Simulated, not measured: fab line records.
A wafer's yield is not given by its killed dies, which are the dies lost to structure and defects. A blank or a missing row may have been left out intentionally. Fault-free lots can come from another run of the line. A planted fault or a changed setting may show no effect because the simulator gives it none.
Matching of chambers ; flow n5 finfet ; N5_SD_EPI_P_ETCH_16 on rie diel-06 has 4 sister chambers
The step etches SiO2 in CHF3/O2, target depth 5 nm. 14 wafers are shown with their chamber, then 7 later ones without.

## WAFERS WITH THEIR CHAMBER
wafer;chamber;drypump motor current A (A);showerhead plenum p Torr (Torr);throttle valve pct (%)
L074.4;2;5.2;2.52;19.14
L074.5;0;5.9;2.38;18.93
L074.6;1;5.5;2.40;18.81
L078.1;3;5.6;2.47;18.61
L078.3;2;5.2;2.52;19.17
L078.6;0;5.9;2.38;18.93
L088.3;1;5.5;2.39;18.87
L088.4;2;5.2;2.51;19.17
L088.6;1;5.5;2.39;18.87
L091.1;0;5.9;2.37;18.97
L091.3;3;5.5;2.46;18.65
L091.6;3;5.5;2.46;18.65
L093.1;3;5.5;2.46;18.65
L093.2;1;5.5;2.38;18.86

SIGNATURES (averages over the wafers above)
reading;chamber 0;chamber 1;chamber 2;chamber 3;scatter within a chamber
drypump motor current A;5.900;5.500;5.200;5.525;0.0274
showerhead plenum p Torr;2.3767;2.3900;2.5167;2.4625;0.00639
throttle valve pct;18.9433;18.8525;19.1600;18.6400;0.0231
Rule: for a wafer and a chamber, the distance is found by dividing, reading by reading, the gap between the wafer's reading and the chamber's mean by the reading's scatter, squaring, summing and taking the root. If the next closest chamber is less than 2 further off than the closest, the wafer can't be placed; otherwise it belongs to the closest. The scatter is the square root of a quotient: the sum, over the shown wafers, of each reading's squared deviation from its chamber's mean, divided by wafers minus chambers.

## WAFERS WHOSE CHAMBER IS MISSING
wafer;drypump motor current A (A);showerhead plenum p Torr (Torr);throttle valve pct (%)
L093.5;5.9;2.37;18.97
L094.1;5.5;2.45;18.64
L094.2;5.2;2.51;19.21
L094.6;5.5;2.45;18.65
L095.1;5.5;2.38;18.88
L095.3;5.2;2.51;19.20
L095.5;5.2;2.51;19.20

## WHICH CHAMBER EACH ONE RAN IN
wafer;from the rows above;in truth
L093.5;0;0
L094.1;3;3
L094.2;2;2
L094.6;3;3
L095.1;1;1
L095.3;2;2
L095.5;2;2
Placed correctly: 7 of 7. Left unplaced by these rows: 0. Wrongly placed: 0.
